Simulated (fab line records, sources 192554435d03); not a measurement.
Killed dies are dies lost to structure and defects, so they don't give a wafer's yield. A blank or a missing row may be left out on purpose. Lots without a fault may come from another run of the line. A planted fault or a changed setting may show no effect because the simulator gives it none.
Which tool did it? | flow n5_finfet | 10 lots, 29 wafers sampled, at 2 steps of a route of 1938

WHAT THE GAUGES READ, wafer by wafer
N5_PMOS_HMC_CHANNEL_EPI_INSPECT_11: inspects for defects (macro).
lot  | measured    | on                | raw_defect_count
L666 | day 2 05:38 | defect_inspect-01 | 1 5 2
L668 | day 2 17:32 | defect_inspect-01 | 3 0 2
L672 | day 3 17:17 | defect_inspect-02 | 0 3 1
L673 | day 3 23:26 | defect_inspect-01 | 0 2 2
L677 | day 5 01:35 | defect_inspect-01 | 1 2 2
L678 | day 5 05:35 | defect_inspect-01 | 4 3 4
L679 | day 5 11:30 | defect_inspect-02 | 3 2
L684 | day 6 18:19 | defect_inspect-01 | 1 2 3
L686 | day 7 04:59 | defect_inspect-01 | 2 3 0
L687 | day 7 12:20 | defect_inspect-01 | 4 3 2

WHICH TOOL RAN EACH LOT (tool, then ch and the chambers of the sampled wafers, then the start)
lot  | N5_WELL_APT_EPI_41
L666 | epi_rpcvd-01 ch 0, day 2 04:41
L668 | epi_rpcvd-01 ch 0, day 2 16:25
L672 | epi_rpcvd-04 ch 0, day 3 16:23
L673 | epi_rpcvd-01 ch 0, day 3 22:18
L677 | epi_rpcvd-04 ch 0, day 5 00:34
L678 | epi_rpcvd-04 ch 0, day 5 04:31
L679 | epi_rpcvd-01 ch 0, day 5 10:34
L684 | epi_rpcvd-02 ch 0, day 6 17:23
L686 | epi_rpcvd-02 ch 0, day 7 03:58
L687 | epi_rpcvd-01 ch 0, day 7 11:11
- N5_WELL_APT_EPI_41: deposits Si from SiH4/H2, target thk 50 nm, time 297.7 s.

THE ANSWER, worked out from the rows above alone
Rule: what is usual is taken from the lots themselves. Put in order of their means at a reading, lots are off if they are a third of the lots or fewer, leave a main group of 4 or more, and stand apart from it by a gap of 3 or more times the standard deviation of the main group's means; of several such gaps the widest counts. A main group whose means are all the same, to the digits that the tables above print for the reading, isn't used. A lot without any number at a reading at which 4 lots or more have one is off too. The other lots that the step has rows for count as sound.
No lot is off at any reading shown: from this, nothing can be told.

WHAT THE SIMULATOR HAD PUT IN
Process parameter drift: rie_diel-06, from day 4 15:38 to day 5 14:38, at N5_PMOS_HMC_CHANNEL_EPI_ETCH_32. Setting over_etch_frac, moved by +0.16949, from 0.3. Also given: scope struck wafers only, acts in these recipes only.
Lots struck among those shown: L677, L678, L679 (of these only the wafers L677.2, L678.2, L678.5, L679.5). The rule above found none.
